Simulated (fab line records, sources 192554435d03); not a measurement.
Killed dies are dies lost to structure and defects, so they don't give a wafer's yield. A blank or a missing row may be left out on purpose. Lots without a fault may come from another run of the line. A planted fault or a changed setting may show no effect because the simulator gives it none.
fab line records | flow n5_finfet
record lots=24 wafers=72 last_day=20
route steps=1938 shown BEOL_M2@891 BEOL_M3@944
lots that met no fault: from a run of the same line without faults
start_h: hours from the record's first day to the start of the lot's first wafer shown | wait_h: hours since the lot's step before | " the same as in the row above | L1.1+2: a row that stands for several wafers | - no value, or no start given | * or withheld: withheld | < > ~ a bound
route shown NAME@n: a module of which the file shows steps, and the number in the route of the first | usual: mean/standard deviation of fault-free wafers | same: alike in all rows | chamber/n: place in a boat | sites: the reading at each site | _std_site: their standard deviation | _edge_site: outer sites' mean less inner sites' | radius_mm: how far each site lies from the wafer's centre | mask NAME#n: copy n | behind: the tool/chamber that last shaped the wafer | hold: why the lot was held/for how many hours/how that ended | device: the transistor (n, p or np) that didn't switch | end of line: the same wafers' tests at the end of the route | a step without rows: its recipe alone | killed: dies lost to structure and defects at the first sort, not the wafer's yield | map: a wafer's dies, x killed, . not, _ none there
set.NAME: the setting as run; set.NAME@STEP: as run at that earlier step | model.NAME: the simulator's own value behind a step, which no gauge read
steps of the route over a sample of lots; a table a step, a row a wafer
services: from which hour (start_h, from the record's first day; less than 0 if before it) a tool's chamber was out of use, for how many hours, and why
## steps
# step N5_BEOL_M2_ETCH_41
# recipe chemistry=CH3F/O2 target=SiCN target_depth_a=299 taper_deg=2 time_s=52.5 ion_energy_ev=120 mask_material=TiN pressure_mtorr=30 source_w=395 bias_w=75 Ar_flow_sccm=150 CH3F_flow_sccm=30 O2_flow_sccm=20
# usual drypump_motor_current_A=5.49/0.21 mfc_ar_sccm=150.0/0.46 oes_product_au=0.78/0.074 rf_vpp_V=297.0/1.6 showerhead_plenum_p_Torr=1.99/0.07 throttle_valve_pct=16.31/0.23
# same time_s=52.5
# columns lot.wafer tool chamber start_h wait_h drypump_motor_current_A mfc_ar_sccm oes_product_au rf_hours_counter_h rf_vpp_V showerhead_plenum_p_Torr throttle_valve_pct
L075.1 rie_diel-06 0 - - 5.53 150.1 0.74 175 295.7 1.91 16.51
L075.5 " 0 " " 5.53 149.3 0.74 - 296.8 1.91 16.52
L075.6 " 3 " " 5.31 150.5 0.80 - 299.0 2.01 16.40
L074.2 rie_diel-03 3 - - 5.28 149.5 0.87 44 297.5 2.03 16.46
L074.3 " 0 " " 5.44 149.5 0.74 161 297.1 2.00 16.31
L074.5 " 1 " " 5.44 149.5 0.90 - 298.6 2.03 15.87
L076.2 rie_diel-03 0 - - 5.45 149.5 0.74 161 296.0 2.00 16.29
L076.3 " 3 " " 5.28 149.7 0.87 44 296.2 2.03 16.45
L076.5 " 2 " " 5.61 149.9 0.76 - 294.2 1.84 16.35
L077.4 rie_diel-05 0 - - 5.11 150.5 0.75 - 300.0 2.08 16.61
L077.5 " 2 " " 5.93 150.4 0.72 - 296.0 1.99 16.25
L077.6 " 3 " " 5.59 149.5 0.91 - 297.9 2.04 16.12
L078.1 rie_diel-03 3 - - 5.31 150.8 0.85 45 297.5 2.03 16.47
L078.2 " 0 " " 5.44 150.2 0.73 162 297.0 2.00 16.29
L078.6 " 2 " " 5.61 152.2 0.75 - 294.1 1.84 16.35
L079.3 rie_diel-03 1 - - 5.44 149.6 0.89 39 297.7 2.03 15.90
L079.5 " 2 " " 5.59 149.8 0.75 - 293.7 1.84 16.36
L079.6 " 3 " " 5.31 150.4 0.86 - 298.0 2.03 16.46
L080.3 rie_diel-06 1 - - 5.84 149.8 0.81 87 297.0 2.03 15.92
L080.4 " 0 " " 5.54 149.7 0.74 181 294.9 1.91 16.52
L080.6 " 1 " " 5.86 150.6 0.80 - 297.7 2.03 15.91
L081.2 rie_diel-03 3 - - 5.35 150.0 0.86 50 297.9 2.03 16.47
L081.5 " 0 " " 5.47 150.6 0.73 - 296.3 2.00 16.31
L081.6 " 3 " " 5.30 149.2 0.85 - 299.0 2.03 16.46
L082.2 rie_diel-05 1 - - 5.56 150.4 0.99 1 299.6 2.05 16.14
L082.4 " 3 " " 5.61 150.6 0.90 36 297.3 2.04 16.13
L082.5 " 3 " " 5.61 149.8 0.90 - 296.3 2.04 16.13
L083.2 rie_diel-03 1 - - 5.45 150.3 0.88 46 297.1 2.03 15.88
L083.5 " 0 " " 5.45 150.2 0.72 - 297.9 2.00 16.34
L083.6 " 3 " " 5.31 149.6 0.85 - 298.3 2.03 16.46
L084.1 rie_diel-05 2 - - 5.92 150.3 0.70 210 297.8 1.99 16.28
L084.3 " 3 " " 5.59 149.1 0.87 44 298.6 2.04 16.15
L084.4 " 1 " " 5.57 149.3 0.94 9 296.6 2.04 16.15
L085.1 rie_diel-05 1 - - 5.60 150.2 0.94 10 298.6 2.04 16.13
L085.2 " 3 " " 5.61 150.1 0.88 45 298.3 2.04 16.16
L085.5 " 0 " " 5.11 150.2 0.73 - 299.9 2.07 16.65
L086.2 rie_diel-06 2 - - 5.25 150.0 0.71 207 296.4 1.99 16.18
L086.4 " 0 " " 5.54 149.2 0.73 194 295.1 1.90 16.54
L086.6 " 0 " " 5.53 149.6 0.73 - 295.4 1.90 16.52
L087.2 rie_diel-03 1 - - 5.47 150.7 0.85 60 297.0 2.03 15.92
L087.5 " 1 " " 5.46 149.7 0.85 - 297.9 2.03 15.92
L087.6 " 2 " " 5.61 150.2 0.72 - 292.8 1.83 16.40
L088.1 rie_diel-06 1 - - 5.83 150.0 0.77 117 298.6 2.02 15.98
L088.2 " 2 " " 5.26 150.5 0.70 223 296.5 1.98 16.22
L088.4 " 3 " " 5.32 150.2 0.77 159 296.9 2.00 16.49
L089.1 rie_diel-05 2 - - 5.89 149.4 0.69 228 298.0 1.98 16.32
L089.2 " 3 " " 5.59 149.6 0.86 62 298.6 2.03 16.19
L089.6 " 0 " " 5.11 150.1 0.72 - 297.6 2.06 16.67
L090.2 rie_diel-03 2 - - 5.60 149.8 0.73 179 293.7 1.83 16.42
L090.4 " 3 " " 5.31 150.1 0.82 79 297.4 2.02 16.51
L090.6 " 1 " " 5.43 149.3 0.84 - 297.7 2.02 15.96
L092.3 rie_diel-03 0 - - 5.43 149.9 0.70 198 296.3 1.99 16.39
L092.4 " 3 " " 5.29 150.2 0.81 80 297.3 2.02 16.53
L092.5 " 2 " " 5.59 150.5 0.73 - 293.5 1.83 16.42
L093.1 rie_diel-06 0 - - 5.51 149.6 0.71 220 295.0 1.90 16.59
L093.2 " 3 " " 5.27 150.0 0.76 166 297.3 2.00 16.49
L093.5 " 3 " " 5.26 150.1 0.76 - 297.0 2.00 16.47
L094.2 rie_diel-05 2 - - 5.95 150.5 0.69 235 295.7 1.98 16.35
L094.3 " 3 " " 5.60 150.3 0.85 69 298.8 2.03 16.18
L094.5 " 3 " " 5.59 149.8 0.85 - 297.7 2.03 16.18
L095.1 rie_diel-03 0 - - 5.44 149.9 0.70 200 297.6 1.99 16.39
L095.4 " 1 " " 5.46 149.0 0.83 77 298.0 2.02 15.93
L095.5 " 0 " " 5.43 149.8 0.71 - 296.2 1.99 16.38
L091.2 rie_diel-05 2 - - 5.94 150.3 0.69 236 297.9 1.98 16.33
L091.4 " 1 " " 5.53 150.0 0.88 35 299.6 2.03 16.19
L091.6 " 1 " " 5.55 150.0 0.88 - 298.0 2.04 16.21
L097.1 rie_diel-03 0 - - 5.44 149.9 0.70 203 298.1 1.99 16.38
L097.4 " 0 " " 5.46 149.7 0.70 - 297.6 1.99 16.37
L097.6 " 3 " " 5.31 150.2 0.81 - 298.4 2.01 16.53
L096.1 rie_diel-06 1 - - 5.86 150.4 0.76 132 297.0 2.01 16.00
L096.4 " 1 " " 5.85 150.3 0.75 - 297.8 2.01 16.01
L096.6 " 3 " " 5.32 149.5 0.76 - 297.3 2.00 16.52
# step N5_BEOL_M2_ANNEAL_82
# recipe temp_c=400 time_s=240 ambient=vacuum
# usual heater_power_w=783/88
# same time_s=240
# columns lot.wafer tool chamber start_h wait_h heater_power_w
L075.1 pvd_sputter-01 - 167.45 0.0 777
L075.5 " - " " 751
L075.6 " - " " 766
L074.2 pvd_sputter-01 - 171.49 0.0 743
L074.3 " - " " 783
L074.5 " - " " 772
L076.2 pvd_sputter-03 - 171.70 0.0 615
L076.3 " - " " 1023
L076.5 " - " " 807
L077.4 pvd_sputter-01 - 173.63 0.0 754
L077.5 " - " " 784
L077.6 " - " " 764
L078.1 pvd_sputter-03 - 174.54 0.0 634
L078.2 " - " " 1028
L078.6 " - " " 1023
L079.3 pvd_sputter-01 - 179.47 0.0 766
L079.5 " - " " 748
L079.6 " - " " 763
L080.3 pvd_sputter-01 - 182.37 0.0 764
L080.4 " - " " 707
L080.6 " - " " 760
L081.2 pvd_sputter-03 - 187.32 0.0 693
L081.5 " - " " 1022
L081.6 " - " " 711
L082.2 pvd_sputter-01 - 187.75 0.0 873
L082.4 " - " " 737
L082.5 " - " " 751
L083.2 pvd_sputter-02 - 196.95 0.0 714
L083.5 " - " " 879
L083.6 " - " " 797
L084.1 pvd_sputter-01 - 210.71 0.0 728
L084.3 " - " " 742
L084.4 " - " " 883
L085.1 pvd_sputter-02 - 215.40 0.0 877
L085.2 " - " " 720
L085.5 " - " " 879
L086.2 pvd_sputter-01 - 223.93 0.0 779
L086.4 " - " " 724
L086.6 " - " " 732
L087.2 pvd_sputter-03 - 237.68 0.0 780
L087.5 " - " " 1012
L087.6 " - " " 622
L088.1 pvd_sputter-02 - 271.75 0.0 787
L088.2 " - " " 707
L088.4 " - " " 872
L089.1 pvd_sputter-01 - 271.97 0.0 704
L089.2 " - " " 781
L089.6 " - " " 785
L090.2 pvd_sputter-01 - 285.18 0.0 733
L090.4 " - " " 755
L090.6 " - " " 885
L092.3 pvd_sputter-02 - 285.32 0.0 776
L092.4 " - " " 870
L092.5 " - " " 793
L093.1 pvd_sputter-02 - 288.13 0.0 717
L093.2 " - " " 773
L093.5 " - " " 740
L094.2 pvd_sputter-03 - 289.91 0.0 695
L094.3 " - " " 777
L094.5 " - " " 701
L095.1 pvd_sputter-02 - 294.43 0.0 877
L095.4 " - " " 759
L095.5 " - " " 899
L091.2 pvd_sputter-01 - 295.18 0.0 878
L091.4 " - " " 729
L091.6 " - " " 706
L097.1 pvd_sputter-01 - 301.70 0.0 790
L097.4 " - " " 864
L097.6 " - " " 763
L096.1 pvd_sputter-02 - 306.42 0.0 759
L096.4 " - " " 879
L096.6 " - " " 768
# step N5_BEOL_M2_ANNEAL_95
# recipe temp_c=400 time_s=240 ambient=vacuum
# usual heater_power_w=782/87
# same time_s=240
# columns lot.wafer tool chamber start_h wait_h heater_power_w
L075.1 pvd_sputter-01 - 168.55 0.0 784
L075.5 " - " " 748
L075.6 " - " " 776
L074.2 pvd_sputter-01 - 172.59 0.0 752
L074.3 " - " " 769
L074.5 " - " " 779
L076.2 pvd_sputter-03 - 172.80 0.0 612
L076.3 " - " " 1033
L076.5 " - " " 773
L077.4 pvd_sputter-01 - 174.73 0.0 758
L077.5 " - " " 806
L077.6 " - " " 724
L078.1 pvd_sputter-03 - 175.64 0.0 622
L078.2 " - " " 1015
L078.6 " - " " 1028
L079.3 pvd_sputter-01 - 180.57 0.0 773
L079.5 " - " " 746
L079.6 " - " " 771
L080.3 pvd_sputter-01 - 183.47 0.0 767
L080.4 " - " " 727
L080.6 " - " " 763
L081.2 pvd_sputter-03 - 188.42 0.0 700
L081.5 " - " " 1046
L081.6 " - " " 696
L082.2 pvd_sputter-01 - 188.85 0.0 871
L082.4 " - " " 745
L082.5 " - " " 755
L083.2 pvd_sputter-02 - 198.05 0.0 715
L083.5 " - " " 866
L083.6 " - " " 800
L084.1 pvd_sputter-01 - 211.81 0.0 703
L084.3 " - " " 759
L084.4 " - " " 862
L085.1 pvd_sputter-02 - 216.50 0.0 863
L085.2 " - " " 709
L085.5 " - " " 864
L086.2 pvd_sputter-01 - 225.03 0.0 774
L086.4 " - " " 717
L086.6 " - " " 713
L087.2 pvd_sputter-03 - 238.78 0.0 802
L087.5 " - " " 1010
L087.6 " - " " 601
L088.1 pvd_sputter-02 - 272.85 0.0 795
L088.2 " - " " 720
L088.4 " - " " 888
L089.1 pvd_sputter-01 - 273.07 0.0 714
L089.2 " - " " 772
L089.6 " - " " 777
L090.2 pvd_sputter-01 - 286.28 0.0 711
L090.4 " - " " 771
L090.6 " - " " 878
L092.3 pvd_sputter-02 - 286.42 0.0 769
L092.4 " - " " 875
L092.5 " - " " 818
L093.1 pvd_sputter-02 - 289.23 0.0 710
L093.2 " - " " 781
L093.5 " - " " 759
L094.2 pvd_sputter-03 - 291.01 0.0 707
L094.3 " - " " 805
L094.5 " - " " 689
L095.1 pvd_sputter-02 - 295.53 0.0 848
L095.4 " - " " 749
L095.5 " - " " 906
L091.2 pvd_sputter-01 - 296.28 0.0 911
L091.4 " - " " 745
L091.6 " - " " 721
L097.1 pvd_sputter-01 - 302.80 0.0 791
L097.4 " - " " 884
L097.6 " - " " 768
L096.1 pvd_sputter-02 - 307.52 0.0 749
L096.4 " - " " 865
L096.6 " - " " 758
# step N5_BEOL_M2_CO_CAP_55
# recipe material=Co target_thk_a=20 temp_c=200 precursor=CCTBA/H2 pressure_torr=30 time_s=102.1
# usual heater_power_w=240/23
# same time_s=102.1
# columns lot.wafer tool chamber start_h wait_h heater_power_w
L075.1 cvd_co-02 1 169.55 0.0 247
L075.5 " 2 " " 241
L075.6 " 0 " " 281
L074.2 cvd_co-01 2 173.59 0.0 212
L074.3 " 0 " " 223
L074.5 " 0 " " 221
L076.2 cvd_co-01 2 173.94 0.0 218
L076.3 " 0 " " 222
L076.5 " 2 " " 215
L077.4 cvd_co-02 2 175.85 0.0 237
L077.5 " 0 " " 290
L077.6 " 1 " " 244
L078.1 cvd_co-01 2 176.64 0.0 207
L078.2 " 0 " " 218
L078.6 " 0 " " 221
L079.3 cvd_co-01 1 181.60 0.0 258
L079.5 " 1 " " 249
L079.6 " 2 " " 219
L080.3 cvd_co-02 1 184.49 0.0 247
L080.4 " 1 " " 249
L080.6 " 2 " " 235
L081.2 cvd_co-02 1 189.42 0.0 248
L081.5 " 1 " " 243
L081.6 " 0 " " 282
L082.2 cvd_co-02 0 189.85 0.0 290
L082.4 " 2 " " 241
L082.5 " 0 " " 283
L083.2 cvd_co-01 1 199.14 0.0 249
L083.5 " 1 " " 243
L083.6 " 0 " " 217
L084.1 cvd_co-01 0 212.93 0.0 222
L084.3 " 2 " " 216
L084.4 " 0 " " 217
L085.1 cvd_co-01 2 217.50 0.0 212
L085.2 " 1 " " 251
L085.5 " 1 " " 245
L086.2 cvd_co-02 0 226.24 0.0 287
L086.4 " 2 " " 241
L086.6 " 1 " " 240
L087.2 cvd_co-01 1 239.78 0.0 253
L087.5 " 1 " " 246
L087.6 " 2 " " 220
L088.1 cvd_co-02 2 273.85 0.0 244
L088.2 " 1 " " 249
L088.4 " 1 " " 246
L089.1 cvd_co-01 1 274.07 0.0 254
L089.2 " 2 " " 217
L089.6 " 1 " " 249
L090.2 cvd_co-01 2 287.29 0.0 222
L090.4 " 0 " " 224
L090.6 " 1 " " 247
L092.3 cvd_co-01 0 287.43 0.0 222
L092.4 " 2 " " 219
L092.5 " 0 " " 219
L093.1 cvd_co-02 2 290.38 0.0 244
L093.2 " 1 " " 245
L093.5 " 0 " " 290
L094.2 cvd_co-02 1 292.03 0.0 248
L094.3 " 0 " " 294
L094.5 " 0 " " 290
L095.1 cvd_co-01 2 296.54 0.0 221
L095.4 " 2 " " 218
L095.5 " 1 " " 248
L091.2 cvd_co-02 2 297.28 0.0 240
L091.4 " 0 " " 285
L091.6 " 1 " " 247
L097.1 cvd_co-01 2 303.93 0.0 219
L097.4 " 2 " " 219
L097.6 " 0 " " 219
L096.1 cvd_co-01 2 308.83 0.0 221
L096.4 " 1 " " 254
L096.6 " 0 " " 219
# step N5_BEOL_M2_INSPECT_59
# recipe inspect_instrument=darkfield mode=post_dep
# usual raw_defect_count=65/22
# columns lot.wafer tool chamber start_h wait_h raw_defect_count
L075.1 defect_inspect-01 - 169.76 0.0 63
L075.5 " - " " 41
L075.6 " - " " 70
L074.2 defect_inspect-01 - 173.80 0.0 48
L074.3 " - " " 65
L074.5 " - " " 43
L076.2 defect_inspect-02 - 174.15 0.0 83
L076.3 " - " " 89
L076.5 " - " " 81
L077.4 defect_inspect-01 - 176.03 0.0 62
L077.5 " - " " 45
L077.6 " - " " 47
L078.1 defect_inspect-01 - 176.87 0.0 66
L078.2 " - " " 57
L078.6 " - " " 77
L079.3 defect_inspect-02 - 181.81 0.0 53
L079.5 " - " " 42
L079.6 " - " " 39
L080.3 defect_inspect-02 - 184.71 0.0 77
L080.4 " - " " 64
L080.6 " - " " 76
L081.2 defect_inspect-01 - 189.63 0.0 64
L081.5 " - " " 69
L081.6 " - " " 58
L082.2 defect_inspect-02 - 190.06 0.0 52
L082.4 " - " " 63
L082.5 " - " " 62
L083.2 defect_inspect-02 - 199.35 0.0 74
L083.5 " - " " 53
L083.6 " - " " 54
L084.1 defect_inspect-01 - 213.14 0.0 50
L084.3 " - " " 73
L084.4 " - " " 65
L085.1 defect_inspect-01 - 217.71 0.0 104
L085.2 " - " " 114
L085.5 " - " " 151
L086.2 defect_inspect-01 - 226.48 0.0 58
L086.4 " - " " 45
L086.6 " - " " 50
L087.2 defect_inspect-02 - 239.99 0.0 59
L087.5 " - " " 46
L087.6 " - " " 78
L088.1 defect_inspect-01 - 274.07 0.0 37
L088.2 " - " " 55
L088.4 " - " " 35
L089.1 defect_inspect-02 - 274.28 0.0 91
L089.2 " - " " 64
L089.6 " - " " 70
L090.2 defect_inspect-01 - 287.50 0.0 25
L090.4 " - " " 30
L090.6 " - " " 38
L092.3 defect_inspect-01 - 287.64 0.0 66
L092.4 " - " " 88
L092.5 " - " " 67
L093.1 defect_inspect-02 - 290.60 0.0 91
L093.2 " - " " 43
L093.5 " - " " 62
L094.2 defect_inspect-01 - 292.24 0.0 35
L094.3 " - " " 89
L094.5 " - " " 65
L095.1 defect_inspect-01 - 296.75 0.0 51
L095.4 " - " " 91
L095.5 " - " " 55
L091.2 defect_inspect-01 - 297.49 0.0 69
L091.4 " - " " 85
L091.6 " - " " 54
L097.1 defect_inspect-01 - 304.14 0.0 49
L097.4 " - " " 42
L097.6 " - " " 57
L096.1 defect_inspect-02 - 309.04 0.0 65
L096.4 " - " " 61
L096.6 " - " " 112
# step N5_BEOL_M3_CD_MEAS_11
# recipe target_cd_nm=17.05 landing_energy_ev=500 detector=se_inlens polarity=opening
# usual cd_nm=17.05/0.25
# columns lot.wafer tool chamber start_h wait_h cd_nm
L075.1 cd_sem-01 0 170.88 - 16.82
L075.5 " 0 " " 17.16
L075.6 " 0 " " 16.88
L074.2 cd_sem-01 0 176.45 - 17.28
L074.3 " 0 " " 16.99
L074.5 " 0 " " 16.84
L076.2 cd_sem-03 0 176.48 - 17.07
L076.3 " 0 " " 17.20
L076.5 " 0 " " 17.16
L077.4 cd_sem-03 0 176.81 - 16.95
L077.5 " 0 " " 16.97
L077.6 " 0 " " 16.80
L078.1 cd_sem-03 0 179.24 - 17.13
L078.2 " 0 " " 16.93
L078.6 " 0 " " 17.06
L079.3 cd_sem-02 0 183.98 - 17.40
L079.5 " 0 " " 17.58
L079.6 " 0 " " 17.01
L080.3 cd_sem-01 0 186.11 - 17.40
L080.4 " 0 " " 17.23
L080.6 " 0 " " 17.42
L081.2 cd_sem-03 0 190.91 - 16.50
L081.5 " 0 " " 16.50
L081.6 " 0 " " 16.94
L082.2 cd_sem-01 0 191.31 - 17.38
L082.4 " 0 " " 17.02
L082.5 " 0 " " 17.06
L083.2 cd_sem-03 0 201.12 - 16.95
L083.5 " 0 " " 17.48
L083.6 " 0 " " 17.03
L084.1 cd_sem-01 0 214.32 - 16.91
L084.3 " 0 " " 16.85
L084.4 " 0 " " 17.13
L085.1 cd_sem-01 0 218.46 - 17.43
L085.2 " 0 " " 16.76
L085.5 " 0 " " 16.72
L086.2 cd_sem-03 0 229.93 - 17.50
L086.4 " 0 " " 17.21
L086.6 " 0 " " 16.90
L087.2 cd_sem-01 0 241.91 - 16.92
L087.5 " 0 " " 16.86
L087.6 " 0 " " 17.04
L088.1 cd_sem-02 0 275.18 - 17.12
L088.2 " 0 " " 17.01
L088.4 " 0 " " 17.01
L089.1 cd_sem-03 0 275.44 - 16.56
L089.2 " 0 " " 16.80
L089.6 " 0 " " 17.09
L090.2 cd_sem-02 0 290.66 - 16.89
L090.4 " 0 " " 17.00
L090.6 " 0 " " 16.41
L092.3 cd_sem-01 0 290.85 - 16.63
L092.4 " 0 " " 16.70
L092.5 " 0 " " 16.73
L093.1 cd_sem-02 0 291.83 - 17.65
L093.2 " 0 " " 17.53
L093.5 " 0 " " 17.04
L094.2 cd_sem-02 0 296.23 - 17.11
L094.3 " 0 " " 17.35
L094.5 " 0 " " 16.87
L095.1 cd_sem-02 0 297.49 - 16.86
L095.4 " 0 " " 16.73
L095.5 " 0 " " 17.17
L091.2 cd_sem-01 0 298.51 - 17.02
L091.4 " 0 " " 17.05
L091.6 " 0 " " 16.96
L097.1 cd_sem-02 0 306.79 - 17.22
L097.4 " 0 " " 17.02
L097.6 " 0 " " 17.06
L096.1 cd_sem-02 0 311.39 - 16.89
L096.4 " 0 " " 17.11
L096.6 " 0 " " 16.90
## services
# columns tool chamber start_h hours kind
rie_diel-05 1 166.89 - clean
rie_diel-05 1 166.89 - consumable_replace:focus_ring
rie_diel-05 2 191.71 1.3 repair
cvd_co-01 0 258.76 11.8 repair
rie_diel-06 2 285.04 20.5 repair
rie_diel-03 1 290.99 9.8 repair
rie_diel-05 0 297.70 19.9 repair
rie_diel-06 0 300.01 1.3 repair
rie_diel-06 3 303.75 16.3 repair
cvd_co-02 - 305.14 28.1 pm
## key
fault none
